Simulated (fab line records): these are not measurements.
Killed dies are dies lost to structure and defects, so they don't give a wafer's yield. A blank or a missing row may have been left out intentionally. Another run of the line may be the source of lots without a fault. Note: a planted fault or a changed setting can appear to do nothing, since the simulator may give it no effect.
Comparing a struck lot with a sound one || flow n5Finfet || 15 steps out of a route of 1938
Sound: these wafers, L203.3, L203.4, L203.6. Struck: wafer L189.1; the same lot's L189.5 was not struck, so it is left out; see the end for the cause.
Order at every step that has rows: each side's tool, ch and its chambers, its first start. Under that, the readings that differ: sound wafers || struck wafers || difference of the means || sigmas: that difference in standard deviations of wafers without a fault.
alike: readings with means less than 2 such deviations apart, plus words and numbers identical on both sides. not compared: withheld readings, readings lacking a value on some wafer, bounds such as >300 that could conceal the same value, and numbers that have no deviation in the record and whose values overlap.
Wherever a step has rows on one side only, a row that says differs or no value, or a row with sigmas, the two part there. Numbers that don't overlap but have no deviation are shown without sigmas and don't part them. Lack of a reading on every wafer of one side parts them only where that side has two or more wafers.

first, 8 steps without rows for these wafers: N5_BEOL_M1_COAT_68 (time 60 s, resist thk 12 nm); N5_BEOL_M1_COAT_76 (time 60 s, resist thk 5 nm); N5_BEOL_M1_COAT_22 (resist thk 30 nm); N5_BEOL_M1_EBR_24; N5_BEOL_M1_SOFTBAKE_23 (time 60 s); N5_BEOL_M1_EXPOSE_25 (exposes mask V0, defocus 5 nm, target cd 24 nm); N5_BEOL_M1_PEB_26 (peb time 60 s); N5_BEOL_M1_DEVELOP_27 (develop time 30 s).
N5_BEOL_M1_CD_MEAS_28: target cd y 23.3 nm.
  sound on cdSem-02 ch 0, day 11 02:30; struck on cdSem-02 ch 0, day 7 12:19
  alike: cdNm
N5_BEOL_M1_OVL_MEAS_29:
  sound on overlay-01 ch 0, day 11 02:32; struck on overlay-01 ch 0, day 7 12:21
  alike: V0_OVL
N5_BEOL_M1_INSPECT_30: inspects for defects (brightfield).
  sound on defectInspect-01 at day 11 02:35; struck on defectInspect-02 at day 7 12:25
  alike: rawDefectCount
N5_BEOL_M1_DESCUM_33: chemistry O2, time 7 s.
  sound on rieDiel-01 ch 0,1,2, day 11 02:43; struck on rieDiel-04 ch 3, day 7 12:26
  alike: drypumpMotorCurrentA, oesProductAu, rfVppV, showerheadPlenumPTorr, throttleValvePct
  not compared: rfHoursCounterH
N5_BEOL_M1_ETCH_77: etches underlayer in N2/H2, target depth 6.5 nm, time 5.2 s.
  sound on rieDiel-01 ch 0,1,2, day 11 02:45; struck on rieDiel-04 ch 3, day 7 12:29
{"reading": "etchRfOnTimeS (s)", "sound": "5.16 5.20 5.28", "struck": 8.12, "difference": "+2.91", "sigmas": "+36"}
  alike: biasW, drypumpMotorCurrentA, oesProductAu, rfVppV, showerheadPlenumPTorr, throttleValvePct
  not compared: rfHoursCounterH
N5_BEOL_M1_ETCH_69: etches SiARC in CF4, target depth 15.6 nm, time 26 s.
  sound on rieDiel-01 ch 0,1,2, day 11 02:46; struck on rieDiel-04 ch 3, day 7 12:29
  alike: biasW, drypumpMotorCurrentA, etchRfOnTimeS, oesProductAu, rfVppV, showerheadPlenumPTorr, throttleValvePct
  not compared: rfHoursCounterH
-- a jump in the record: the struck wafers' starts before and after are 3 days apart (it breaks off in module BEOL_M1 and resumes in module BEOL_M4, where the first step shown is number 1111 of the route) --
N5_BEOL_M4_RC_MEAS_101:
  sound on prober-01 ch 0, day 15 02:56; struck on prober-02 ch 0, day 10 02:01
{"reading": "IOFF_P (nA/um)", "sound": "0.194 0.173 0.216", "struck": 0.264, "difference": "+0.070", "sigmas": "+3"}
{"reading": "SS_P (mV/dec)", "sound": "72.7 72.2 72.6", "struck": 74.1, "difference": "+1.6", "sigmas": "+3"}
{"reading": "VT_N (mV)", "sound": "252.0 253.1 248.5", "struck": 245.4, "difference": -5.8, "sigmas": -2}
{"reading": "VT_P (mV)", "sound": "-252.6 -255.1 -253.2", "struck": -244.1, "difference": "+9.5", "sigmas": "+3"}
  alike: DIBL_N, DIBL_P, IOFF_N, ION_N, ION_P, SS_N

WHERE THEY PART
First at N5_BEOL_M1_ETCH_77; last, within this record, at N5_BEOL_M4_RC_MEAS_101.

WHY: what the simulator had put in
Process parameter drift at N5_BEOL_M1_ETCH_77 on rieDiel-04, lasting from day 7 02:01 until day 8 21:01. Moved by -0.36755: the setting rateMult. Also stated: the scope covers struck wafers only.
